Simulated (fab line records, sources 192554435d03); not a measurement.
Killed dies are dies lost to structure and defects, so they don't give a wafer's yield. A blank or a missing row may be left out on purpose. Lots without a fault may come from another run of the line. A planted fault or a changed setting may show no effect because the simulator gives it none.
Which tool did it? | flow n5_finfet | 23 lots, 69 wafers sampled, at 6 steps of a route of 1938

WHAT THE GAUGES READ, wafer by wafer
The record holds no reading of a measuring or inspecting step that can be judged against a usual standard deviation.

WHICH TOOL RAN EACH LOT (tool, then ch and the chambers of the sampled wafers, then the start)
lot  | N5_HKMG_FIN_ALD_72           | N5_GATE_CUT_STRIP_59              | N5_GATE_CUT_ETCH_28                | N5_GATE_CUT_CUT_ETCH_55           | N5_GATE_CUT_VAPOR_ETCH_49         | N5_GATE_CUT_VAPOR_ETCH_51
L074 | cvd_w-01 ch 0,1, day 4 10:11 | rie_diel-05 ch 1,2, day 4 11:30   | rie_diel-05 ch 0,1,2, day 4 14:50  | rie_metal-01 ch 1, day 4 15:19    | rie_metal-01 ch 1, day 4 15:25    | rie_metal-01 ch 1, day 4 15:26
L075 | cvd_w-01 ch 0,1, day 4 16:50 | rie_diel-02 ch 1,2, day 4 18:09   | rie_diel-05 ch 0,1,3, day 4 21:46  | rie_metal-02 ch 0,1, day 4 22:14  | rie_metal-02 ch 0,1, day 4 22:20  | rie_metal-02 ch 0,1, day 4 22:22
L076 | cvd_w-01 ch 0,1, day 4 21:03 | rie_diel-05 ch 1,2, day 4 22:23   | rie_diel-04 ch 1,2, day 5 01:49    | rie_metal-01 ch 0,1, day 5 02:17  | rie_metal-01 ch 0,1, day 5 02:23  | rie_metal-01 ch 0,1, day 5 02:25
L077 | cvd_w-02 ch 0,1, day 5 04:55 | rie_diel-05 ch 1,2,3, day 5 06:13 | rie_diel-02 ch 1,2, day 5 10:09    | rie_metal-02 ch 0,1, day 5 10:38  | rie_metal-02 ch 0,1, day 5 10:43  | rie_metal-02 ch 0,1, day 5 10:45
L078 | cvd_w-01 ch 0, day 5 11:07   | rie_diel-04 ch 0,2,3, day 5 12:25 | rie_diel-04 ch 2,3, day 5 15:50    | rie_metal-01 ch 0,1, day 5 16:19  | rie_metal-01 ch 0,1, day 5 16:24  | rie_metal-01 ch 0,1, day 5 16:26
L079 | cvd_w-01 ch 0,1, day 5 16:48 | rie_diel-02 ch 1,2,3, day 5 18:17 | rie_diel-04 ch 0,1,3, day 5 21:36  | rie_metal-01 ch 0,1, day 5 22:05  | rie_metal-01 ch 0,1, day 5 22:10  | rie_metal-01 ch 0,1, day 5 22:12
L080 | cvd_w-02 ch 0,1, day 5 20:23 | rie_diel-04 ch 1,2,3, day 5 22:02 | rie_diel-02 ch 1,2,3, day 6 01:50  | rie_metal-01 ch 0,1, day 6 02:19  | rie_metal-01 ch 0,1, day 6 02:24  | rie_metal-01 ch 0,1, day 6 02:26
L081 | cvd_w-01 ch 0,1, day 6 06:38 | rie_diel-05 ch 1,2,3, day 6 08:04 | rie_diel-02 ch 0,1,2, day 6 11:23  | rie_metal-02 ch 1, day 6 11:52    | rie_metal-02 ch 1, day 6 11:57    | rie_metal-02 ch 1, day 6 11:59
L082 | cvd_w-01 ch 0,1, day 6 09:51 | rie_diel-05 ch 0,2,3, day 6 11:10 | rie_diel-04 ch 2,3, day 6 14:39    | rie_metal-02 ch 0,1, day 6 15:07  | rie_metal-02 ch 0,1, day 6 15:13  | rie_metal-02 ch 0,1, day 6 15:14
L083 | cvd_w-02 ch 0,1, day 6 14:14 | rie_diel-05 ch 0,3, day 6 15:36   | rie_diel-05 ch 0,3, day 6 19:03    | rie_metal-03 ch 0,1, day 6 19:31  | rie_metal-03 ch 0,1, day 6 19:37  | rie_metal-03 ch 0,1, day 6 19:38
L084 | cvd_w-01 ch 0,1, day 6 20:59 | rie_diel-05 ch 0,1,2, day 6 22:16 | rie_diel-05 ch 0,2,3, day 7 01:43  | rie_metal-03 ch 0,1, day 7 02:13  | rie_metal-03 ch 0,1, day 7 02:18  | rie_metal-03 ch 0,1, day 7 02:20
L085 | cvd_w-02 ch 0, day 6 23:35   | rie_diel-02 ch 0,3, day 7 00:53   | rie_diel-04 ch 1,2, day 7 04:26    | rie_metal-01 ch 0,1, day 7 04:55  | rie_metal-01 ch 0,1, day 7 05:01  | rie_metal-01 ch 0,1, day 7 05:02
L086 | cvd_w-02 ch 0,1, day 7 13:40 | rie_diel-02 ch 0,3, day 7 15:07   | rie_diel-02 ch 0,2,3, day 7 18:29  | rie_metal-03 ch 0, day 7 19:05    | rie_metal-03 ch 0, day 7 19:16    | rie_metal-03 ch 0, day 7 19:19
L087 | cvd_w-01 ch 0,1, day 7 15:34 | rie_diel-04 ch 0,2, day 7 17:34   | rie_diel-02 ch 0,2,3, day 7 21:05  | rie_metal-01 ch 0,1, day 7 21:34  | rie_metal-01 ch 0,1, day 7 21:40  | rie_metal-01 ch 0,1, day 7 21:41
L088 | cvd_w-02 ch 0,1, day 7 21:13 | rie_diel-02 ch 0,3, day 7 22:31   | rie_diel-02 ch 0,3, day 8 02:25    | rie_metal-03 ch 0,1, day 8 02:53  | rie_metal-03 ch 0,1, day 8 02:58  | rie_metal-03 ch 0,1, day 8 03:00
L089 | cvd_w-01 ch 0,1, day 8 06:17 | rie_diel-05 ch 1,2,3, day 8 07:38 | rie_diel-04 ch 0,1,2, day 8 11:05  | rie_metal-03 ch 0,1, day 8 11:34  | rie_metal-03 ch 0,1, day 8 11:39  | rie_metal-03 ch 0,1, day 8 11:41
L090 | cvd_w-02 ch 0,1, day 8 08:48 | rie_diel-04 ch 2,3, day 8 10:05   | rie_diel-05 ch 0,2, day 8 13:33    | rie_metal-03 ch 0,1, day 8 14:02  | rie_metal-03 ch 0,1, day 8 14:08  | rie_metal-03 ch 0,1, day 8 14:10
L092 | cvd_w-02 ch 0,1, day 8 18:46 | rie_diel-05 ch 1,2,3, day 8 20:05 | rie_diel-04 ch 2,3, day 8 23:34    | rie_metal-03 ch 0,1, day 9 00:02  | rie_metal-03 ch 0,1, day 9 00:08  | rie_metal-03 ch 0,1, day 9 00:10
L093 | cvd_w-02 ch 0,1, day 9 01:01 | rie_diel-05 ch 0,1, day 9 02:20   | rie_diel-04 ch 1,2,3, day 9 05:46  | rie_metal-01 ch 0,1, day 9 06:14  | rie_metal-01 ch 0,1, day 9 06:20  | rie_metal-01 ch 0,1, day 9 06:22
L094 | cvd_w-01 ch 0,1, day 9 07:53 | rie_diel-04 ch 1,2, day 9 09:15   | rie_diel-04 ch 2,3, day 9 13:26    | rie_metal-01 ch 0,1, day 9 13:55  | rie_metal-01 ch 0,1, day 9 14:00  | rie_metal-01 ch 0,1, day 9 14:02
L095 | cvd_w-02 ch 0,1, day 9 12:45 | rie_diel-02 ch 0,1,3, day 9 14:05 | rie_diel-04 ch 1,2, day 9 17:40    | rie_metal-02 ch 0,1, day 9 18:09  | rie_metal-02 ch 0,1, day 9 18:14  | rie_metal-02 ch 0,1, day 9 18:16
L096 | cvd_w-02 ch 0,1, day 9 20:35 | rie_diel-04 ch 1,3, day 9 22:17   | rie_diel-02 ch 0,1,3, day 10 01:37 | rie_metal-01 ch 0, day 10 02:13   | rie_metal-01 ch 0, day 10 02:24   | rie_metal-01 ch 0, day 10 02:28
L097 | cvd_w-02 ch 0,1, day 9 23:52 | rie_diel-05 ch 0,1, day 10 01:16  | rie_diel-05 ch 2,3, day 10 04:36   | rie_metal-03 ch 0,1, day 10 05:05 | rie_metal-03 ch 0,1, day 10 05:10 | rie_metal-03 ch 0,1, day 10 05:12
- N5_HKMG_FIN_ALD_72: deposits W, target thk 2 nm, pulse time 1 s, purge time 2 s.
- N5_GATE_CUT_STRIP_59: strips in N2/H2, time 20 s.
- N5_GATE_CUT_ETCH_28: etches underlayer in N2/H2, target depth 13 nm, time 10.4 s.
- N5_GATE_CUT_CUT_ETCH_55: etches HfO2 in BCl3, target depth 3.2 nm.
- N5_GATE_CUT_VAPOR_ETCH_49: etches TiAlC in BCl3/Cl2.
- N5_GATE_CUT_VAPOR_ETCH_51: etches HfO2 in BCl3/Cl2.

WHAT THE TOOLS THEMSELVES READ (means of the sampled wafers that have a number; where no wafer has one, the mark that the record gives instead)
N5_HKMG_FIN_ALD_72. Usual: heater_power_w 478 W, standard deviation 52; precursor_pulse_height_rel 1.002, standard deviation 0.02.
lot  | tool     | heater_power_w (W) | precursor_pulse_height_rel | flag
L074 | cvd_w-01 | 489                | 1.007                      |
L075 | cvd_w-01 | 525                | 1.021                      |
L076 | cvd_w-01 | 487                | 0.999                      |
L077 | cvd_w-02 | 456                | 1.012                      |
L078 | cvd_w-01 | 557                | 0.985                      |
L079 | cvd_w-01 | 493                | 0.984                      |
L080 | cvd_w-02 | 439                | 1.016                      |
L081 | cvd_w-01 | 497                | 0.989                      |
L082 | cvd_w-01 | 494                | 1.028                      |
L083 | cvd_w-02 | 439                | 1.005                      |
L084 | cvd_w-01 | 531                | 1.006                      |
L085 | cvd_w-02 | 474                | 0.986                      |
L086 | cvd_w-02 | 454                | 1.011                      |
L087 | cvd_w-01 | 485                | 1.024                      |
L088 | cvd_w-02 | 442                | 0.992                      |
L089 | cvd_w-01 | 528                | 0.994                      |
L090 | cvd_w-02 | 460                | 1.015                      |
L092 | cvd_w-02 | 453                | 0.983                      |
L093 | cvd_w-02 | 439                | 1.002                      |
L094 | cvd_w-01 | 487                | 0.986                      |
L095 | cvd_w-02 | 455                | 0.988                      |
L096 | cvd_w-02 | 460                | 0.996                      |
L097 | cvd_w-02 | 439                | 1.023                      |

N5_GATE_CUT_STRIP_59. Usual: drypump_motor_current_A 5.9 A, standard deviation 0.52; h2_flow_sccm 300.0 sccm, standard deviation 0.85; oes_product_au 0.79 a.u., standard deviation 0.096; rf_vpp_V 45.3 V, standard deviation 0.91; showerhead_plenum_p_Torr 3.37 Torr, standard deviation 0.11; throttle_valve_pct 12.21 %, standard deviation 0.26.
lot  | tool        | drypump_motor_current_A (A) | h2_flow_sccm (sccm) | oes_product_au (a.u.) | rf_vpp_V (V) | showerhead_plenum_p_Torr (Torr) | throttle_valve_pct (%) | flag
L074 | rie_diel-05 | 6.2                         | 300.6               | 0.92                  | 45.2         | 3.31                            | 11.94                  |
L075 | rie_diel-02 | 6.4                         | 299.4               | 0.78                  | 45.6         | 3.37                            | 12.55                  |
L076 | rie_diel-05 | 6.2                         | 299.8               | 0.91                  | 44.2         | 3.30                            | 11.97                  |
L077 | rie_diel-05 | 6.1                         | 300.0               | 0.86                  | 45.4         | 3.29                            | 12.02                  |
L078 | rie_diel-04 | 5.5                         | 299.8               | 0.69                  | 45.9         | 3.37                            | 12.35                  |
L079 | rie_diel-02 | 6.5                         | 300.6               | 0.79                  | 44.9         | 3.38                            | 12.42                  |
L080 | rie_diel-04 | 5.5                         | 299.5               | 0.69                  | 45.9         | 3.38                            | 12.26                  |
L081 | rie_diel-05 | 6.2                         | 300.9               | 0.84                  | 45.1         | 3.29                            | 12.05                  |
L082 | rie_diel-05 | 6.1                         | 299.6               | 0.83                  | 45.9         | 3.36                            | 12.14                  |
L083 | rie_diel-05 | 6.1                         | 300.6               | 0.79                  | 45.3         | 3.34                            | 12.21                  |
L084 | rie_diel-05 | 5.9                         | 299.6               | 0.81                  | 45.3         | 3.36                            | 12.13                  |
L085 | rie_diel-02 | 6.0                         | 300.2               | 0.76                  | 45.5         | 3.31                            | 12.32                  |
L086 | rie_diel-02 | 6.0                         | 300.2               | 0.75                  | 44.4         | 3.31                            | 12.34                  |
L087 | rie_diel-04 | 5.5                         | 300.1               | 0.67                  | 45.3         | 3.45                            | 12.60                  |
L088 | rie_diel-02 | 6.0                         | 300.1               | 0.75                  | 45.9         | 3.31                            | 12.33                  |
L089 | rie_diel-05 | 6.1                         | 300.6               | 0.83                  | 45.5         | 3.28                            | 12.08                  |
L090 | rie_diel-04 | 5.6                         | 299.4               | 0.78                  | 45.1         | 3.50                            | 12.03                  |
L092 | rie_diel-05 | 6.2                         | 300.8               | 0.82                  | 44.9         | 3.28                            | 12.09                  |
L093 | rie_diel-05 | 5.6                         | 300.0               | 0.74                  | 46.1         | 3.33                            | 12.22                  |
L094 | rie_diel-04 | 5.5                         | 299.8               | 0.68                  | 45.9         | 3.46                            | 12.40                  |
L095 | rie_diel-02 | 5.9                         | 300.0               | 0.92                  | 45.1         | 3.42                            | 12.09                  |
L096 | rie_diel-04 | 5.5                         | 300.3               | 0.84                  | 46.0         | 3.53                            | 11.88                  |
L097 | rie_diel-05 | 5.6                         | 300.3               | 0.74                  | 45.1         | 3.33                            | 12.23                  |

N5_GATE_CUT_ETCH_28. Usual: drypump_motor_current_A 5.8 A, standard deviation 0.54; etch_rf_on_time_s 10.48 s, standard deviation 0.27; h2_flow_sccm 200.0 sccm, standard deviation 0.58; oes_product_au 0.65 a.u., standard deviation 0.075; rf_vpp_V 524.1 V, standard deviation 2.6; showerhead_plenum_p_Torr 2.55 Torr, standard deviation 0.093; throttle_valve_pct 17.86 %, standard deviation 0.25.
lot  | tool        | drypump_motor_current_A (A) | etch_rf_on_time_s (s) | h2_flow_sccm (sccm) | oes_product_au (a.u.) | rf_vpp_V (V) | showerhead_plenum_p_Torr (Torr) | throttle_valve_pct (%) | flag
L074 | rie_diel-05 | 5.9                         | 10.41                 | 199.8               | 0.71                  | 523.3        | 2.53                            | 17.74                  |
L075 | rie_diel-05 | 5.8                         | 10.41                 | 199.2               | 0.66                  | 523.9        | 2.52                            | 17.80                  |
L076 | rie_diel-04 | 5.5                         | 10.44                 | 200.2               | 0.60                  | 526.3        | 2.63                            | 17.87                  |
L077 | rie_diel-02 | 6.5                         | 10.82                 | 199.6               | 0.68                  | 524.4        | 2.56                            | 18.13                  |
L078 | rie_diel-04 | 5.6                         | 10.47                 | 199.4               | 0.60                  | 522.3        | 2.47                            | 17.66                  |
L079 | rie_diel-04 | 5.4                         | 10.46                 | 199.3               | 0.58                  | 523.1        | 2.54                            | 17.96                  |
L080 | rie_diel-02 | 6.5                         | 10.76                 | 199.4               | 0.66                  | 523.8        | 2.55                            | 18.07                  |
L081 | rie_diel-02 | 6.0                         | 10.49                 | 200.1               | 0.64                  | 522.6        | 2.49                            | 18.09                  |
L082 | rie_diel-04 | 5.6                         | 10.52                 | 199.7               | 0.59                  | 522.3        | 2.46                            | 17.67                  |
L083 | rie_diel-05 | 5.8                         | 10.41                 | 200.3               | 0.64                  | 524.6        | 2.57                            | 17.90                  |
L084 | rie_diel-05 | 6.1                         | 10.38                 | 200.6               | 0.70                  | 523.3        | 2.53                            | 17.82                  |
L085 | rie_diel-04 | 5.5                         | 10.45                 | 200.4               | 0.59                  | 526.1        | 2.62                            | 17.90                  |
L086 | rie_diel-02 | 6.1                         | 10.45                 | 200.1               | 0.65                  | 523.8        | 2.50                            | 17.99                  |
L087 | rie_diel-02 | 6.1                         | 10.53                 | 200.1               | 0.65                  | 522.5        | 2.50                            | 17.99                  |
L088 | rie_diel-02 | 5.5                         | 10.29                 | 200.6               | 0.62                  | 521.0        | 2.44                            | 17.95                  |
L089 | rie_diel-04 | 5.5                         | 10.44                 | 199.9               | 0.58                  | 525.2        | 2.61                            | 18.06                  |
L090 | rie_diel-05 | 6.1                         | 10.45                 | 199.7               | 0.72                  | 523.8        | 2.54                            | 17.77                  |
L092 | rie_diel-04 | 5.6                         | 10.26                 | 200.2               | 0.67                  | 526.7        | 2.64                            | 17.63                  |
L093 | rie_diel-04 | 5.5                         | 10.47                 | 199.6               | 0.65                  | 526.6        | 2.64                            | 17.69                  |
L094 | rie_diel-04 | 5.6                         | 10.39                 | 200.3               | 0.66                  | 526.8        | 2.63                            | 17.63                  |
L095 | rie_diel-04 | 5.6                         | 10.41                 | 199.5               | 0.58                  | 525.8        | 2.60                            | 17.87                  |
L096 | rie_diel-02 | 5.9                         | 10.34                 | 199.6               | 0.76                  | 525.8        | 2.58                            | 17.78                  |
L097 | rie_diel-05 | 6.4                         | 10.69                 | 200.6               | 0.69                  | 522.2        | 2.46                            | 17.81                  |

N5_GATE_CUT_CUT_ETCH_55. Usual: drypump_motor_current_A 5.7 A, standard deviation 0.37; oes_product_au 0.69 a.u., standard deviation 0.11; throttle_valve_pct 33.2 %, standard deviation 0.33.
lot  | tool         | drypump_motor_current_A (A) | oes_product_au (a.u.) | throttle_valve_pct (%) | flag
L074 | rie_metal-01 | 6.1                         | 0.68                  | 33.5                   |
L075 | rie_metal-02 | 5.8                         | 0.73                  | 33.2                   |
L076 | rie_metal-01 | 5.8                         | 0.64                  | 33.2                   |
L077 | rie_metal-02 | 5.4                         | 0.77                  | 33.0                   |
L078 | rie_metal-01 | 5.8                         | 0.63                  | 33.2                   |
L079 | rie_metal-01 | 5.8                         | 0.63                  | 33.2                   |
L080 | rie_metal-01 | 6.0                         | 0.66                  | 33.3                   |
L081 | rie_metal-02 | 6.1                         | 0.70                  | 33.5                   |
L082 | rie_metal-02 | 5.8                         | 0.73                  | 33.2                   |
L083 | rie_metal-03 | 5.5                         | 0.61                  | 33.3                   |
L084 | rie_metal-03 | 5.3                         | 0.59                  | 33.1                   |
L085 | rie_metal-01 | 5.8                         | 0.63                  | 33.2                   |
L086 | rie_metal-03 | 5.7                         | 0.62                  | 33.5                   |
L087 | rie_metal-01 | 5.8                         | 0.63                  | 33.2                   |
L088 | rie_metal-03 | 5.5                         | 0.74                  | 33.3                   |
L089 | rie_metal-03 | 5.3                         | 0.84                  | 33.0                   |
L090 | rie_metal-03 | 5.3                         | 0.83                  | 33.0                   |
L092 | rie_metal-03 | 5.4                         | 0.72                  | 33.3                   |
L093 | rie_metal-01 | 6.0                         | 0.64                  | 33.3                   |
L094 | rie_metal-01 | 5.8                         | 0.62                  | 33.2                   |
L095 | rie_metal-02 | 5.4                         | 0.75                  | 33.0                   |
L096 | rie_metal-01 | 5.6                         | 0.60                  | 33.0                   |
L097 | rie_metal-03 | 5.3                         | 0.82                  | 33.1                   |

N5_GATE_CUT_VAPOR_ETCH_49. Usual: drypump_motor_current_A 5.7 A, standard deviation 0.37; oes_product_au 0.69 a.u., standard deviation 0.11.
lot  | tool         | drypump_motor_current_A (A) | oes_product_au (a.u.) | flag
L074 | rie_metal-01 | 6.1                         | 0.68                  |
L075 | rie_metal-02 | 5.8                         | 0.74                  |
L076 | rie_metal-01 | 5.8                         | 0.64                  |
L077 | rie_metal-02 | 5.4                         | 0.77                  |
L078 | rie_metal-01 | 5.8                         | 0.63                  |
L079 | rie_metal-01 | 5.8                         | 0.64                  |
L080 | rie_metal-01 | 5.9                         | 0.65                  |
L081 | rie_metal-02 | 6.1                         | 0.68                  |
L082 | rie_metal-02 | 5.8                         | 0.73                  |
L083 | rie_metal-03 | 5.5                         | 0.61                  |
L084 | rie_metal-03 | 5.3                         | 0.60                  |
L085 | rie_metal-01 | 5.8                         | 0.63                  |
L086 | rie_metal-03 | 5.7                         | 0.62                  |
L087 | rie_metal-01 | 5.8                         | 0.62                  |
L088 | rie_metal-03 | 5.5                         | 0.73                  |
L089 | rie_metal-03 | 5.3                         | 0.84                  |
L090 | rie_metal-03 | 5.3                         | 0.84                  |
L092 | rie_metal-03 | 5.5                         | 0.72                  |
L093 | rie_metal-01 | 5.9                         | 0.64                  |
L094 | rie_metal-01 | 5.8                         | 0.62                  |
L095 | rie_metal-02 | 5.4                         | 0.75                  |
L096 | rie_metal-01 | 5.6                         | 0.59                  |
L097 | rie_metal-03 | 5.3                         | 0.82                  |

N5_GATE_CUT_VAPOR_ETCH_51. Usual: drypump_motor_current_A 5.7 A, standard deviation 0.37; oes_product_au 0.69 a.u., standard deviation 0.11.
lot  | tool         | drypump_motor_current_A (A) | oes_product_au (a.u.) | flag
L074 | rie_metal-01 | 6.1                         | 0.68                  |
L075 | rie_metal-02 | 5.8                         | 0.73                  |
L076 | rie_metal-01 | 5.8                         | 0.64                  |
L077 | rie_metal-02 | 5.4                         | 0.77                  |
L078 | rie_metal-01 | 5.8                         | 0.63                  |
L079 | rie_metal-01 | 5.8                         | 0.64                  |
L080 | rie_metal-01 | 5.9                         | 0.66                  |
L081 | rie_metal-02 | 6.1                         | 0.69                  |
L082 | rie_metal-02 | 5.7                         | 0.73                  |
L083 | rie_metal-03 | 5.5                         | 0.61                  |
L084 | rie_metal-03 | 5.3                         | 0.59                  |
L085 | rie_metal-01 | 5.8                         | 0.63                  |
L086 | rie_metal-03 | 5.7                         | 0.62                  |
L087 | rie_metal-01 | 5.8                         | 0.63                  |
L088 | rie_metal-03 | 5.5                         | 0.73                  |
L089 | rie_metal-03 | 5.3                         | 0.85                  |
L090 | rie_metal-03 | 5.3                         | 0.85                  |
L092 | rie_metal-03 | 5.5                         | 0.72                  |
L093 | rie_metal-01 | 5.9                         | 0.64                  |
L094 | rie_metal-01 | 5.8                         | 0.62                  |
L095 | rie_metal-02 | 5.4                         | 0.75                  |
L096 | rie_metal-01 | 5.7                         | 0.60                  |
L097 | rie_metal-03 | 5.3                         | 0.81                  |

THE ANSWER, worked out from the rows above alone
Rule: a lot is off if the mean of its wafers that have a number lies more than 3 standard deviations from the usual mean. A lot without any number at a reading at which 4 lots or more have one is off too. The other lots that the step has rows for count as sound. The gauges are gone through in route order, then the tools' own readings, and for those a lot's mean is taken as printed above. The first step at which some lot is off is used, and at that step the reading that is off furthest; a lot without a number counts as furthest.
No lot is off at any reading shown: from this, nothing can be told.

WHAT THE SIMULATOR HAD PUT IN
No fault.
